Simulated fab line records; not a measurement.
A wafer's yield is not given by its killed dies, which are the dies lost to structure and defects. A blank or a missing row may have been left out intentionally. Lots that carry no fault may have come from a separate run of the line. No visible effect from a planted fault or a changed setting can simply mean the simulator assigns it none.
Which tool is to blame? | flow n5 finfet | Sampling: 14 lots, 42 wafers, 7 of 1938 route steps

## WHAT THE GAUGES READ, wafer by wafer
N5_BEOL_M2_CD_MEAS_18: pitch 36 nm, target cd 18 nm.
lot  | measured     | on        | cd nm (nm)
L400 | day 6 11:56  | cd sem-03 | 18.20 17.63 17.86
L401 | day 6 18:29  | cd sem-03 | 18.09 17.96 18.44
L402 | day 7 01:42  | cd sem-03 | 18.07 18.42 18.02
L404 | day 7 07:55  | cd sem-03 | 17.99 18.03 17.97
L406 | day 7 20:30  | cd sem-03 | 17.98 18.23 18.68
L407 | day 8 08:12  | cd sem-03 | 18.26 18.21 17.65
L409 | day 9 13:43  | cd sem-01 | 17.58 17.59 17.86
L410 | day 9 17:31  | cd sem-01 | 17.41 17.81 18.02
L411 | day 9 19:49  | cd sem-03 | 18.08 17.65 18.12
L414 | day 9 23:52  | cd sem-03 | 17.56 18.06 17.62
L413 | day 10 02:53 | cd sem-01 | 17.98 18.31 17.61
L420 | day 11 12:38 | cd sem-01 | - - -
L421 | day 12 09:05 | cd sem-03 | - - -
L423 | day 12 11:14 | cd sem-02 | 18.38 17.84 17.88

N5_BEOL_M4_RC_MEAS_101.
lot  | measured     | on        | DIBL_N (mV/V)  | DIBL_P (mV/V)  | IOFF_N (nA/um) | IOFF_P (nA/um) | ION_N (uA/um) | ION_P (uA/um) | SS_N (mV/dec)  | SS_P (mV/dec)  | VT_N (mV)   | VT_P (mV)
L400 | day 7 14:49  | prober-01 | 39.5 37.5 34.2 | 39.9 36.7 33.5 | 0.20 0.17 0.11 | 0.24 0.20 0.15 | 672 681 642   | 458 461 443   | 72.9 71.9 71.0 | 74.6 74.5 72.4 | 248 253 256 | -248 -251 -256
L401 | day 7 23:13  | prober-01 | 36.3 38.7 36.4 | 36.1 40.1 38.5 | 0.14 0.21 0.17 | 0.19 0.25 0.22 | 653 688 674   | 446 461 465   | 70.9 72.5 71.4 | 73.0 74.0 73.9 | 250 243 248 | -252 -247 -251
L402 | day 8 05:29  | prober-01 | 33.7 35.4 35.9 | 35.2 37.1 37.6 | 0.14 0.16 0.18 | 0.21 0.23 0.23 | 667 674 682   | 469 473 473   | 70.5 71.1 71.9 | 72.9 73.2 74.0 | 252 250 248 | -250 -248 -250
L404 | day 8 10:10  | prober-02 | 35.5 34.1 36.4 | 34.9 33.8 35.9 | 0.14 0.12 0.17 | 0.19 0.18 0.21 | 667 673 689   | 464 467 467   | 70.9 70.8 71.2 | 73.4 72.8 72.6 | 251 250 247 | -251 -254 -250
L406 | day 9 04:19  | prober-01 | 35.6 34.7 38.1 | 38.0 36.0 39.9 | 0.17 0.14 0.20 | 0.21 0.18 0.23 | 681 662 681   | 456 454 458   | 71.0 71.7 71.8 | 72.9 73.0 74.0 | 252 250 249 | -250 -253 -251
L407 | day 9 19:28  | prober-02 | 37.3 37.1 36.5 | 37.1 38.6 36.5 | 0.18 0.19 0.16 | 0.24 0.27 0.22 | 676 691 682   | 468 477 463   | 71.6 71.7 71.3 | 72.4 73.7 72.6 | 249 246 250 | -248 -247 -250
L409 | day 10 17:28 | prober-01 | 38.1 37.1 38.6 | 38.7 37.4 39.1 | 0.19 0.17 0.19 | 0.24 0.22 0.25 | 695 678 681   | 468 464 466   | 72.1 72.0 72.6 | 73.9 73.7 74.6 | 248 250 245 | -246 -250 -246
L410 | day 10 21:37 | prober-01 | 36.3 38.6 37.6 | 36.0 38.3 36.5 | 0.15 0.20 0.17 | 0.20 0.24 0.21 | 673 670 671   | 459 456 462   | 71.0 71.4 72.3 | 73.7 74.2 73.1 | 253 248 248 | -253 -251 -250
L411 | day 11 00:17 | prober-01 | 33.6 35.7 33.9 | 32.4 35.6 32.6 | 0.11 0.14 0.11 | 0.16 0.21 0.17 | 655 661 666   | 450 459 455   | 70.5 70.5 70.8 | 71.7 73.2 73.0 | 251 249 255 | -253 -251 -253
L414 | day 11 04:55 | prober-01 | 37.7 34.2 35.3 | 39.0 34.5 36.8 | 0.17 0.12 0.14 | 0.26 0.19 0.22 | 668 659 666   | 463 464 460   | 71.2 71.6 71.3 | 73.8 72.0 73.0 | 251 252 250 | -245 -250 -248
L413 | day 11 07:58 | prober-02 | 36.2 35.7 37.3 | 34.2 34.5 35.9 | 0.14 0.13 0.15 | 0.17 0.17 0.19 | 679 680 674   | 460 461 461   | 72.2 70.5 71.6 | 73.1 73.2 72.7 | 252 254 253 | -255 -256 -251
L423 | day 13 17:47 | prober-01 | 34.9 35.1 34.1 | 36.8 35.5 35.1 | 0.15 0.14 0.13 | 0.17 0.16 0.16 | 665 672 666   | 450 451 454   | 70.6 71.4 71.0 | 73.9 73.2 73.1 | 252 252 255 | -257 -259 -258

## EACH LOT AND THE TOOL THAT RAN IT (in order: tool; ch and the chambers of the sampled wafers; start)
lot  | N5_BEOL_M1_SPUTTER_92        | N5_BEOL_M1_CO_CAP_55             | N5_BEOL_M2_ILD_DEP_00           | N5_BEOL_M2_HM_DEP_02         | N5_BEOL_M2_HM_OPEN_17
L400 | pvd sputter-01, day 6 08:37  | cvd co-02 ch 0,2, day 6 10:04    | pecvd-02 ch 0,1,2, day 6 10:20  | pvd sputter-03, day 6 10:44  | rie metal-01 ch 1, day 6 11:42
L401 | pvd sputter-02, day 6 14:13  | cvd co-02 ch 2, day 6 15:40      | pecvd-04 ch 1,2, day 6 15:57    | pvd sputter-01, day 6 17:14  | rie metal-01 ch 1, day 6 18:10
L402 | pvd sputter-03, day 6 22:29  | cvd co-02 ch 0,1,2, day 6 23:47  | pecvd-02 ch 0,2, day 7 00:02    | pvd sputter-02, day 7 00:33  | rie metal-02 ch 0,1, day 7 01:31
L404 | pvd sputter-01, day 7 02:23  | cvd co-02 ch 0,2, day 7 03:42    | pecvd-01 ch 0,1, day 7 03:56    | pvd sputter-03, day 7 06:26  | rie metal-01 ch 1, day 7 07:44
L406 | pvd sputter-01, day 7 17:13  | cvd co-02 ch 0,1,2, day 7 18:34  | pecvd-02 ch 0,1,2, day 7 18:49  | pvd sputter-03, day 7 19:26  | rie metal-01 ch 0,1, day 7 20:19
L407 | pvd sputter-02, day 8 04:56  | cvd co-01 ch 0,1,2, day 8 06:14  | pecvd-01 ch 0,1,2, day 8 06:29  | pvd sputter-03, day 8 07:07  | rie metal-01 ch 0,1, day 8 08:01
L409 | pvd sputter-03, day 9 09:44  | cvd co-02 ch 0,2, day 9 11:02    | pecvd-04 ch 0,2, day 9 11:17    | pvd sputter-02, day 9 12:29  | rie metal-02 ch 0,1, day 9 13:23
L410 | pvd sputter-02, day 9 14:40  | cvd co-02 ch 0,2, day 9 15:58    | pecvd-04 ch 0,2, day 9 16:13    | pvd sputter-02, day 9 16:28  | rie metal-02 ch 0,1, day 9 17:14
L411 | pvd sputter-01, day 9 15:02  | cvd co-02 ch 1,2, day 9 16:26    | pecvd-01 ch 1, day 9 16:40      | pvd sputter-02, day 9 18:37  | rie metal-01 ch 0,1, day 9 19:32
L414 | pvd sputter-02, day 9 20:55  | cvd co-02 ch 1,2, day 9 22:13    | pecvd-02 ch 0,1, day 9 22:28    | pvd sputter-01, day 9 22:40  | rie metal-02 ch 0,1, day 9 23:36
L413 | pvd sputter-02, day 9 22:45  | cvd co-01 ch 0,1,2, day 10 00:10 | pecvd-02 ch 0,1, day 10 00:25   | pvd sputter-02, day 10 01:48 | rie metal-02 ch 1, day 10 02:41
L420 | pvd sputter-03, day 11 06:10 | cvd co-02 ch 0,2, day 11 07:28   | pecvd-04 ch 1,2, day 11 07:43   | pvd sputter-01, day 11 11:21 | rie metal-02 ch 0, day 11 12:17
L421 | pvd sputter-02, day 12 04:11 | cvd co-01 ch 0,1,2, day 12 05:29 | pecvd-02 ch 0,1,2, day 12 05:46 | pvd sputter-01, day 12 07:31 | rie metal-03 ch 0,1, day 12 08:43
L423 | pvd sputter-03, day 12 07:41 | cvd co-01 ch 0,1, day 12 08:59   | pecvd-02 ch 0,2, day 12 09:14   | pvd sputter-02, day 12 09:43 | rie metal-03 ch 0,1, day 12 11:01
- N5_BEOL_M1_SPUTTER_92: material Cu, target thk 4.5 nm, time 8.29 s.
- N5_BEOL_M1_CO_CAP_55: material Co, precursor CCTBA/H2, target thk 2 nm, time 102.1 s.
- N5_BEOL_M2_ILD_DEP_00: deposits SiOC from DEMS/O2, target thk 79 nm, time 15.3 s.
- N5_BEOL_M2_HM_DEP_02: deposits TiN, target thk 20 nm.
- N5_BEOL_M2_HM_OPEN_17: chemistry Cl2/BCl3, target TiN, target depth 20 nm, overetch 6 nm.

## AS READ BY THE TOOLS THEMSELVES (means over the sampled wafers that have a number; for cases with no such wafer, the mark the record gives instead)
N5_BEOL_M1_SPUTTER_92.
lot  | tool           | chuck gas flow sccm (sccm) | substrate temp c (C) | throttle valve pct (%)
L400 | pvd sputter-01 | 1.26                       | -20.10               | 30.9
L401 | pvd sputter-02 | 1.28                       | -20.00               | 30.9
L402 | pvd sputter-03 | 1.34                       | -19.96               | 30.8
L404 | pvd sputter-01 | 1.27                       | -20.09               | 30.9
L406 | pvd sputter-01 | 1.30                       | -20.01               | 30.2
L407 | pvd sputter-02 | 1.31                       | -20.05               | 29.8
L409 | pvd sputter-03 | 1.30                       | -19.96               | 30.2
L410 | pvd sputter-02 | 1.30                       | -20.06               | 30.1
L411 | pvd sputter-01 | 1.28                       | -19.97               | 30.3
L414 | pvd sputter-02 | 1.28                       | -19.92               | 28.5
L413 | pvd sputter-02 | 1.27                       | -19.97               | 29.8
L420 | pvd sputter-03 | 1.29                       | -19.99               | 30.4
L421 | pvd sputter-02 | 1.26                       | -20.04               | 29.6
L423 | pvd sputter-03 | 1.27                       | -19.96               | 30.5

N5_BEOL_M1_CO_CAP_55.
lot  | tool      | heater power w (W)
L400 | cvd co-02 | 252
L401 | cvd co-02 | 237
L402 | cvd co-02 | 241
L404 | cvd co-02 | 274
L406 | cvd co-02 | 243
L407 | cvd co-01 | 262
L409 | cvd co-02 | 277
L410 | cvd co-02 | 273
L411 | cvd co-02 | 223
L414 | cvd co-02 | 207
L413 | cvd co-01 | 259
L420 | cvd co-02 | 257
L421 | cvd co-01 | 254
L423 | cvd co-01 | 287

N5_BEOL_M2_ILD_DEP_00.
lot  | tool     | chamber pressure Torr (Torr) | heater power outer w (W) | heater power w (W) | showerhead plenum p Torr (Torr) | throttle valve pct (%)
L400 | pecvd-02 | 4.998                        | 197                      | 411                | 5.706                           | 11.7
L401 | pecvd-04 | 4.996                        | 378                      | 608                | 5.707                           | 11.6
L402 | pecvd-02 | 4.996                        | 224                      | 445                | 5.703                           | 11.5
L404 | pecvd-01 | 4.993                        | 297                      | 529                | 5.696                           | 12.2
L406 | pecvd-02 | 4.992                        | 212                      | 446                | 5.704                           | 11.7
L407 | pecvd-01 | 5.006                        | 298                      | 526                | 5.697                           | 12.0
L409 | pecvd-04 | 5.000                        | 356                      | 598                | 5.707                           | 11.4
L410 | pecvd-04 | 5.004                        | 345                      | 600                | 5.703                           | 11.5
L411 | pecvd-01 | 4.992                        | 306                      | 583                | 5.701                           | 12.3
L414 | pecvd-02 | 5.009                        | 265                      | 515                | 5.715                           | 11.8
L413 | pecvd-02 | 4.991                        | 233                      | 473                | 5.717                           | 11.8
L420 | pecvd-04 | 5.000                        | 380                      | 621                | 5.700                           | 12.1
L421 | pecvd-02 | 4.993                        | 216                      | 435                | 5.713                           | 11.9
L423 | pecvd-02 | 4.998                        | 202                      | 417                | 5.702                           | 11.8

N5_BEOL_M2_HM_DEP_02.
lot  | tool           | chamber pressure pa (Pa) | substrate temp c (C) | throttle valve pct (%)
L400 | pvd sputter-03 | 0.5012                   | 24.94                | 30.3
L401 | pvd sputter-01 | 0.4988                   | 24.94                | 29.4
L402 | pvd sputter-02 | 0.5001                   | 24.98                | 30.7
L404 | pvd sputter-03 | 0.5005                   | 24.97                | 30.9
L406 | pvd sputter-03 | 0.5013                   | 24.93                | 29.8
L407 | pvd sputter-03 | 0.4997                   | 24.99                | 30.1
L409 | pvd sputter-02 | 0.5001                   | 25.03                | 30.1
L410 | pvd sputter-02 | 0.4996                   | 24.95                | 31.0
L411 | pvd sputter-02 | 0.4987                   | 24.99                | 30.7
L414 | pvd sputter-01 | 0.4991                   | 25.00                | 30.5
L413 | pvd sputter-02 | 0.5001                   | 25.02                | 30.6
L420 | pvd sputter-01 | -                        | -                    | -
L421 | pvd sputter-01 | -                        | -                    | -
L423 | pvd sputter-02 | 0.5012                   | 24.97                | 30.9

N5_BEOL_M2_HM_OPEN_17.
lot  | tool         | drypump motor current A (A) | oes product au (a.u.) | throttle valve pct (%)
L400 | rie metal-01 | 6.0                         | 0.66                  | 22.14
L401 | rie metal-01 | 6.1                         | 0.66                  | 22.12
L402 | rie metal-02 | 6.2                         | 0.78                  | 22.40
L404 | rie metal-01 | 6.1                         | 0.65                  | 22.17
L406 | rie metal-01 | 5.6                         | 0.76                  | 22.11
L407 | rie metal-01 | 5.8                         | 0.70                  | 22.13
L409 | rie metal-02 | 6.1                         | 0.75                  | 22.34
L410 | rie metal-02 | 6.1                         | 0.74                  | 22.35
L411 | rie metal-01 | 5.5                         | 0.74                  | 22.13
L414 | rie metal-02 | 6.1                         | 0.75                  | 22.32
L413 | rie metal-02 | 6.2                         | 0.75                  | 22.48
L420 | rie metal-02 | 6.1                         | 0.32                  | 22.96
L421 | rie metal-03 | 5.1                         | 0.32                  | 22.67
L423 | rie metal-03 | 5.2                         | 0.73                  | 21.95

## THE ANSWER, worked out from the rows above alone
Rule: the lots themselves supply what counts as usual. The widest of any qualifying gaps counts: lots, ordered by their means at a reading, are off when they make up no more than a third of the lots, leave a main group of 4 or more, and stand apart from it by 3 or more times the standard deviation of that group's means. The tables above print the reading to a certain number of digits; a main group whose means all agree to those digits is not used. Also off: a lot with no number at a reading for which 4 or more lots have one. All remaining lots with rows at the step are treated as sound. First the gauges in route order, then the tools' own readings, where a lot's mean is used as printed above. The first step at which some lot is off is used, and at that step the reading that is off furthest; a lot without a number counts as furthest.
Off: L420, L421, at N5_BEOL_M2_CD_MEAS_18 (cd nm). Without a number there: L420, L421. For the main group the mean is 17.97 nm and the standard deviation 0.18.
A tool fits if, at a process step before that reading, it ran every lot that is off, and no sound lot after the first of them. The gauges at N5_BEOL_M2_CD_MEAS_18 aren't tried: what is off there is off at N5_BEOL_M2_HM_DEP_02 too, on other tools, and a gauge's error can't cause that. One fits: pvd sputter-01 at N5_BEOL_M2_HM_DEP_02. Its last sound lot is L414 (day 9 22:40), its first lot that is off L420 (day 11 11:21): a fault that began between those two fits.
Blank at N5_BEOL_M2_HM_DEP_02 on the lots that are off, where sound lots have numbers: chamber pressure pa, substrate temp c, throttle valve pct.

## WHAT THE SIMULATOR HAD PUT IN
Whole step skipped at N5_BEOL_M2_HM_DEP_02 on pvd sputter-01, starting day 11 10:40. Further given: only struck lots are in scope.
Shown lots that were struck: L420, L421. The rule above found the same.
